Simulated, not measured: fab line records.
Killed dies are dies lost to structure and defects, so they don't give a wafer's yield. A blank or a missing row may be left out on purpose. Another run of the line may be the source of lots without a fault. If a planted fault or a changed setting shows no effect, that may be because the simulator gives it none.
A lot that was struck, set against a sound lot :: flow n5 finfet :: 23 out of 1938 route steps
Sound: wafers L935.4, L935.5, L935.6. Wafers L949.2, L949.3, L949.6 were the ones struck. Last of all comes the cause.
Order at every step that has rows: each side's tool, ch and its chambers, its first start. Under that, the readings that differ: sound wafers :: struck wafers :: difference of the means :: sigmas: that difference in standard deviations of wafers without a fault.
alike: a reading whose means differ by less than 2 such deviations, as well as words and numbers matching on both sides. not compared: withheld readings; readings where some wafer has no value; bounds like >300 that might hide an equal value; numbers whose values overlap and for which the record gives no deviation.
A row with sigmas, a row that says differs or no value, or rows on one side alone: a step with any of these is where the two part. Numbers that have no deviation but don't overlap get no sigmas and don't part them. Lack of a reading on every wafer of one side parts them only where that side has two or more wafers.

first, 9 steps without rows for these wafers: N5_GATE_CUT_VAPOR_ETCH_51 (etches HfO2 in BCl3/Cl2); N5_GATE_CUT_STRIP_21 (strips in N2/H2, time 30 s); N5_GATE_CUT_STRIP_29 (strips in post etch residue remover, time 60 s); N5_GATE_CUT_SRD_52 (time 30 s); N5_GATE_CUT_ALD_22 (deposits SiNx, target thk 16 nm, pulse time 1 s, ald cycles 320); N5_GATE_CUT_CMP_23 (polishes, stops on SiO2, t overpolish 23.4 s, target thk 16 nm); N5_GATE_CUT_CMP_43 (polishes SiO2); N5_GATE_CUT_CMP_61 (polishes, stops on SiNx, t overpolish 3 s); N5_MOL_CONTACT_COAG_COAT_103 (time 60 s, resist thk 80 nm).
N5_MOL_CONTACT_COAG_COAT_104: time 60 s, resist thk 12 nm.
  sound on litho track-01 ch 0, day 5 16:01; struck on litho track-01 ch 0, day 9 13:10
reading: spin speed rpm (rpm)
sound: 1500.9 1499.7 1500.3
struck: 1240.4 1242.7 1242.7
difference: -258.4
sigmas: -99 or more

reading: model.SiARC_of_MOL_CONTACT_COAG_COAT_104.thk nm (nm)
sound: 12 12 12
struck: 13.2 13.2 13.2
difference: +1.2
sigmas: 
  alike: exhaust pa, plate temp C
then, 9 steps without rows for these wafers: N5_MOL_CONTACT_COAG_COAT_58 (time 60 s, resist thk 10 nm); N5_MOL_CONTACT_COAG_COAT_02 (resist thk 30 nm); N5_MOL_CONTACT_COAG_EBR_04; N5_MOL_CONTACT_COAG_SOFTBAKE_03 (time 60 s); N5_MOL_CONTACT_COAG_EXPOSE_05 (exposes mask CA, defocus 0 nm); N5_MOL_CONTACT_COAG_PEB_06 (peb time 60 s); N5_MOL_CONTACT_COAG_DEVELOP_07 (develop time 30 s); N5_MOL_CONTACT_COAG_DESCUM_13 (chemistry O2, time 7 s); N5_MOL_CONTACT_COAG_ETCH_59 (etches underlayer in N2/H2, target depth 13 nm, time 10.4 s).
N5_MOL_CONTACT_COAG_ETCH_105: etches SiARC in CF4, target depth 15.6 nm, time 26 s.
  sound on rie diel-03 ch 0,1,3, day 5 16:35; struck on rie diel-04 ch 1,2,3, day 9 13:39
reading: etch rf on time s (s)
sound: 25.9 26.1 26.2
struck: 28.4 28.4 28.2
difference: +2.3
sigmas: +6

reading: model.etch.depth nm (nm)
sound: 12.02 12.05 12.05
struck: 13.12 13.14 13.13
difference: +1.09
sigmas: 

reading: model.CAR-EUV_of_MOL_CONTACT_COAG_COAT_02.thk nm (nm)
sound: 5.4 5.2 5.2
struck: 4.6 4.6 4.6
difference: -0.7
sigmas: 
  alike: drypump motor current A, oes product au, rf vpp V, showerhead plenum p Torr, throttle valve pct
  not compared: rf hours counter h
N5_MOL_CONTACT_COAG_ETCH_106: etches SOC in N2/H2, target depth 80 nm, overetch 16 nm, time 120 s.
  sound on rie diel-03 ch 0,1,3, day 5 16:37; struck on rie diel-04 ch 1,2,3, day 9 13:40
reading: model.SiARC_of_MOL_CONTACT_COAG_COAT_104.thk nm (nm)
sound: 6.4 6.6 6.4
struck: 7.6 7.4 7.4
difference: +1.0
sigmas: 
  alike: drypump motor current A, oes product au, rf vpp V, showerhead plenum p Torr, throttle valve pct
  not compared: rf hours counter h
then, 1 step without rows for these wafers: N5_MOL_CONTACT_COAG_STRIP_107 (strips in N2/H2).
-- a jump in the record: the struck wafers' starts before and after are 3 days apart (it breaks off in module MOL_CONTACT_COAG and resumes in module BEOL_M4, where the first step shown is number 1111 of the route) --
N5_BEOL_M4_RC_MEAS_101:
  sound on prober-01 ch 0, day 8 21:28; struck on prober-01 ch 0, day 12 17:07
  alike: DIBL_N, DIBL_P, IOFF_N, IOFF_P, ION_N, ION_P, SS_N, SS_P, VT_N, VT_P

## WHERE THEY PART
First at N5_MOL_CONTACT_COAG_COAT_104; last, within this record, at N5_MOL_CONTACT_COAG_ETCH_105. Later steps at which nothing parts them and some readings are alike: N5_MOL_CONTACT_COAG_ETCH_106, N5_BEOL_M4_RC_MEAS_101.

WHY: whatever the simulator had introduced
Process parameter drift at N5_MOL_CONTACT_COAG_COAT_104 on litho track-01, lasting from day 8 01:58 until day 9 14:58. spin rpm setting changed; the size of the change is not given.
